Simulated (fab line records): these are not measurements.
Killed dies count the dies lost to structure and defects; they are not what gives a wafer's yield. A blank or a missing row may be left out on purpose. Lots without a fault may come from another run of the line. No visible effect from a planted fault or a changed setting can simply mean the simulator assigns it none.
Matching of chambers / flow n5_finfet / N5_BEOL_M8_STRIP_19 on rie_diel-04 has 4 sister chambers
The step strips in O2. 14 wafers are shown with their chamber, then 7 later ones without.

## WAFERS WITH THEIR CHAMBER
wafer=L078.1; chamber=1; showerhead_plenum_p_Torr (Torr)=1.99; drypump_motor_current_A (A)=6.1; throttle_valve_pct (%)=16.95
wafer=L078.3; chamber=3; showerhead_plenum_p_Torr (Torr)=2.03; drypump_motor_current_A (A)=5.5; throttle_valve_pct (%)=16.85
wafer=L078.6; chamber=3; showerhead_plenum_p_Torr (Torr)=2.03; drypump_motor_current_A (A)=5.5; throttle_valve_pct (%)=16.88
wafer=L077.1; chamber=1; showerhead_plenum_p_Torr (Torr)=1.99; drypump_motor_current_A (A)=6.1; throttle_valve_pct (%)=16.95
wafer=L077.4; chamber=2; showerhead_plenum_p_Torr (Torr)=2.11; drypump_motor_current_A (A)=5.6; throttle_valve_pct (%)=16.70
wafer=L077.5; chamber=3; showerhead_plenum_p_Torr (Torr)=2.03; drypump_motor_current_A (A)=5.5; throttle_valve_pct (%)=16.89
wafer=L082.2; chamber=0; showerhead_plenum_p_Torr (Torr)=2.12; drypump_motor_current_A (A)=5.8; throttle_valve_pct (%)=16.53
wafer=L082.4; chamber=2; showerhead_plenum_p_Torr (Torr)=2.10; drypump_motor_current_A (A)=5.6; throttle_valve_pct (%)=16.73
wafer=L082.5; chamber=0; showerhead_plenum_p_Torr (Torr)=2.12; drypump_motor_current_A (A)=5.8; throttle_valve_pct (%)=16.52
wafer=L088.1; chamber=1; showerhead_plenum_p_Torr (Torr)=1.99; drypump_motor_current_A (A)=6.2; throttle_valve_pct (%)=17.01
wafer=L088.2; chamber=3; showerhead_plenum_p_Torr (Torr)=2.02; drypump_motor_current_A (A)=5.5; throttle_valve_pct (%)=16.92
wafer=L088.6; chamber=3; showerhead_plenum_p_Torr (Torr)=2.02; drypump_motor_current_A (A)=5.5; throttle_valve_pct (%)=16.91
wafer=L091.1; chamber=2; showerhead_plenum_p_Torr (Torr)=2.10; drypump_motor_current_A (A)=5.6; throttle_valve_pct (%)=16.80
wafer=L091.4; chamber=2; showerhead_plenum_p_Torr (Torr)=2.10; drypump_motor_current_A (A)=5.6; throttle_valve_pct (%)=16.76

SIGNATURES (averages over the wafers above)
reading=showerhead_plenum_p_Torr; chamber 0=2.1200; chamber 1=1.9900; chamber 2=2.1025; chamber 3=2.0260; scatter within a chamber=0.00442
reading=drypump_motor_current_A; chamber 0=5.800; chamber 1=6.133; chamber 2=5.600; chamber 3=5.500; scatter within a chamber=0.0258
reading=throttle_valve_pct; chamber 0=16.5250; chamber 1=16.9700; chamber 2=16.7475; chamber 3=16.8900; scatter within a chamber=0.0331
Rule: for a wafer and a chamber, the distance is found by dividing, reading by reading, the gap between the wafer's reading and the chamber's mean by the reading's scatter, squaring, summing and taking the root. The wafer belongs to the nearest chamber; if the next one is less than 2 further off, it can't be placed. The scatter: the root of (the sum of the squares of (reading less its chamber's mean) over the shown wafers, divided by (wafers less chambers)).

## WAFERS WITH NO CHAMBER GIVEN
wafer=L091.5; showerhead_plenum_p_Torr (Torr)=1.98; drypump_motor_current_A (A)=6.1; throttle_valve_pct (%)=17.00
wafer=L093.3; showerhead_plenum_p_Torr (Torr)=2.02; drypump_motor_current_A (A)=5.5; throttle_valve_pct (%)=16.94
wafer=L093.4; showerhead_plenum_p_Torr (Torr)=1.98; drypump_motor_current_A (A)=6.1; throttle_valve_pct (%)=17.01
wafer=L093.6; showerhead_plenum_p_Torr (Torr)=2.02; drypump_motor_current_A (A)=5.5; throttle_valve_pct (%)=16.94
wafer=L090.1; showerhead_plenum_p_Torr (Torr)=2.09; drypump_motor_current_A (A)=5.6; throttle_valve_pct (%)=16.81
wafer=L090.3; showerhead_plenum_p_Torr (Torr)=2.02; drypump_motor_current_A (A)=5.5; throttle_valve_pct (%)=16.97
wafer=L090.5; showerhead_plenum_p_Torr (Torr)=2.09; drypump_motor_current_A (A)=5.6; throttle_valve_pct (%)=16.80

## WHICH CHAMBER EACH WENT THROUGH
wafer=L091.5; from the rows above=1; in truth=1
wafer=L093.3; from the rows above=3; in truth=3
wafer=L093.4; from the rows above=1; in truth=1
wafer=L093.6; from the rows above=3; in truth=3
wafer=L090.1; from the rows above=2; in truth=2
wafer=L090.3; from the rows above=3; in truth=3
wafer=L090.5; from the rows above=2; in truth=2
Correctly placed: 7 of 7. From these rows, 0 cannot be placed. 0 placed wrongly.
